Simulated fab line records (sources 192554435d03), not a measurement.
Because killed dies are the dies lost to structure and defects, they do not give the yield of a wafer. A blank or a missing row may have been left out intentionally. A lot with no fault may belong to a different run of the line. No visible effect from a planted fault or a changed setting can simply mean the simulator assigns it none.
8D (eight disciplines) problem report, filled in by code	flow n5 finfet	the parts of the form that need people (team, actions taken, sign-off) are left out

## 1. THE PROBLEM
At N5_BEOL_M13_EXPOSE_25, exposure dose mJ cm2 averages 21.816 over 4 wafers from 2 lots, while fault-free wafers read 21.983, standard deviation 0.021. That is -8.0 standard deviations from the usual mean.
The step: exposes mask M13, target cd 210 nm.
The first sign was on wafer L102.3 at day 14 11:44, on krf scanner-01. The record has a number at this step for 30 wafers belonging to 12 lots. Rule for "out", or "out of limits": more than 4 standard deviations from the usual mean. The other wafers with a number count as sound.

## 2. WHAT IT IS, WHAT IT ISN'T
question	is	is not
which readings at this step	exposure dose mJ cm2	reticle temp C
which lots	L102, L103	L111, L112, L990, L991, L992, L993, L995, L996, L997, L999
which wafers of those lots	all that have a number	-
read on which tools	krf scanner-01	krf scanner-02
when	from day 14 11:44	up to then (20 sound wafers); but 6 sound wafers of L111, L112 came after

## 3. SUSPECTS, AND WHAT RULES EACH OUT
Counting: a tool at a process step up to the reading stays a suspect if it ran every lot that is out and no sound lot after the first of them.
- cmp-02 at N5_BEOL_M12_CMP_49 (polishes, stops on SiOC, t overpolish 20.6 s, target thk 320 nm): kept. It ran every lot that is out, first L102 (day 14 10:02), and no sound lot after that; its last sound lot up to then is L997 (day 12 21:04).
- krf scanner-01 at N5_BEOL_M13_EXPOSE_25 (exposes mask M13, target cd 210 nm): kept. It ran every lot that is out, first L102 (day 14 11:44), and no sound lot after that; its last sound lot up to then is L997 (day 12 23:03). On those wafers its own readings are out: exposure dose mJ cm2.
What counting leaves: cmp-02 at N5_BEOL_M12_CMP_49 and krf scanner-01 at N5_BEOL_M13_EXPOSE_25.

## 4. THE CAUSE (what the simulator had put in)
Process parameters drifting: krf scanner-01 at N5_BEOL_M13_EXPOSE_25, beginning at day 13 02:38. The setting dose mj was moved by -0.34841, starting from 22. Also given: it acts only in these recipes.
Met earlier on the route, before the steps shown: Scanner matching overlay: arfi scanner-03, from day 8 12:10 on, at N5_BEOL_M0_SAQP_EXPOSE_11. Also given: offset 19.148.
Counting left 2 suspects, and this tool is among them.

## 5. THE EFFECT CHAIN, in route order
One row per reading whose mean, taken over the struck wafers that have a number, lies over 3 standard deviations from the usual. Only readings whose record carries a usual standard deviation are examined. hours: median over the lots of the time between each lot's start at the first step of this table that gives one and its start at this step. sigmas: the change, counted in usual standard deviations.
hours	step	reading	usual	on struck wafers	change	sigmas
0	N5_BEOL_M13_EXPOSE_25	exposure dose mJ cm2	21.983	21.816	-0.167	-8.0
Here are the process steps it includes:
- N5_BEOL_M13_EXPOSE_25: exposes mask M13, target cd 210 nm.

## 6. HOW IT WOULD HAVE BEEN CAUGHT EARLIER
First out-of-limits reading in this record: day 14 11:44, which is 33 hours after fault onset at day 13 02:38.
